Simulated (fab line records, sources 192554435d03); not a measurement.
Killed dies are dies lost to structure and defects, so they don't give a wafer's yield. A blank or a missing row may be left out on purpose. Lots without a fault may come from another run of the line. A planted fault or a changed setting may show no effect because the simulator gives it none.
One fault seen from 2 desks | flow n5_finfet | each desk has only its own numbers; what lay behind them comes last
Where a reading is given only as a bound, like >300, the bound stands for it, and a mean or a difference that rests on one is marked > or <: the true number lies beyond.

THE DEFECT DESK
What the inspections along the route counted, lot by lot: means of the sampled wafers that have a number. A lot is out of limits, marked OUT, if its mean lies more than 4 standard deviations from the usual mean; the brackets give that distance.
Columns: A = raw_defect_count at N5_BEOL_M11_INSPECT_58, usual 73; B = raw_defect_count at N5_BEOL_M12_INSPECT_12, usual 1.9
lot  | first seen here | A              | B
L553 | day 10 21:41    | 72             | 1.3
L559 | day 12 08:55    | 50             | 2.0
L563 | day 13 10:24    | 237 (+6.8) OUT | >101 (>+71) OUT
L566 | day 14 04:17    | 263 (+7.9) OUT | >101 (>+71) OUT
L572 | day 15 06:12    | 40             | 1.3
L569 | day 15 10:13    | 72             | 2.0
L573 | day 16 20:19    | 66             | 2.7
L576 | day 16 20:55    | 114            | 2.0
L575 | day 17 09:16    | 72             | 0.7
This desk's finding: out of limits on L563, L566; first on L563, day 13 10:24 (raw_defect_count at N5_BEOL_M11_INSPECT_58). In limits: L553, L559, L572, L569, L573, L576, L575.

THE TOOL OWNER'S DESK: cmp-04
The tool's own readings at N5_BEOL_M11_CMP_52 (polishes, stops on SiCOH lowk, t overpolish 7 s, target thk 140 nm): means of the sampled wafers that have a number, for each lot that ran on this tool. A lot is out of limits, marked OUT, if its mean lies more than 4 standard deviations from the usual mean; the brackets give that distance.
Columns: A = barrier_field_endpoint_s at N5_BEOL_M11_CMP_52, usual 29.1 s; B = motor_current_A at N5_BEOL_M11_CMP_52, usual 6.2 A; C = overpolish_run_s at N5_BEOL_M11_CMP_52, usual 6.999 s; D = time_to_endpoint_s at N5_BEOL_M11_CMP_52, usual 66 s
lot  | first seen here | A    | B   | C     | D
L553 | day 10 21:14    | 29.2 | 6.4 | 7.004 | 69
L559 | day 12 08:28    | 30.3 | 5.8 | 6.996 | 70
L563 | day 13 10:02    | 31.4 | 6.2 | 7.001 | 75
L566 | day 14 03:53    | 30.1 | 6.2 | 6.994 | 69
L576 | day 16 20:28    | 29.4 | 6.1 | 6.997 | 67
This desk's finding: nothing out of limits on any of the 5 lots.

PUT TOGETHER
The defect desk could have raised an alarm at day 13 10:24, on L563, L566.
The tool owner's desk saw nothing out of limits.
The tool owner's desk has L563, L566 on record, within its limits.
Of the lots named, all ran N5_BEOL_M11_CMP_52 on cmp-04.

WHAT THE SIMULATOR HAD PUT IN
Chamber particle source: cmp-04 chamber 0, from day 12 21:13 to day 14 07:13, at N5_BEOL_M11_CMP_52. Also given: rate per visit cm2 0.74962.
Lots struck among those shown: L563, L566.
Hours from the fault's start to each desk's first reading out of limits: the defect desk, 13.
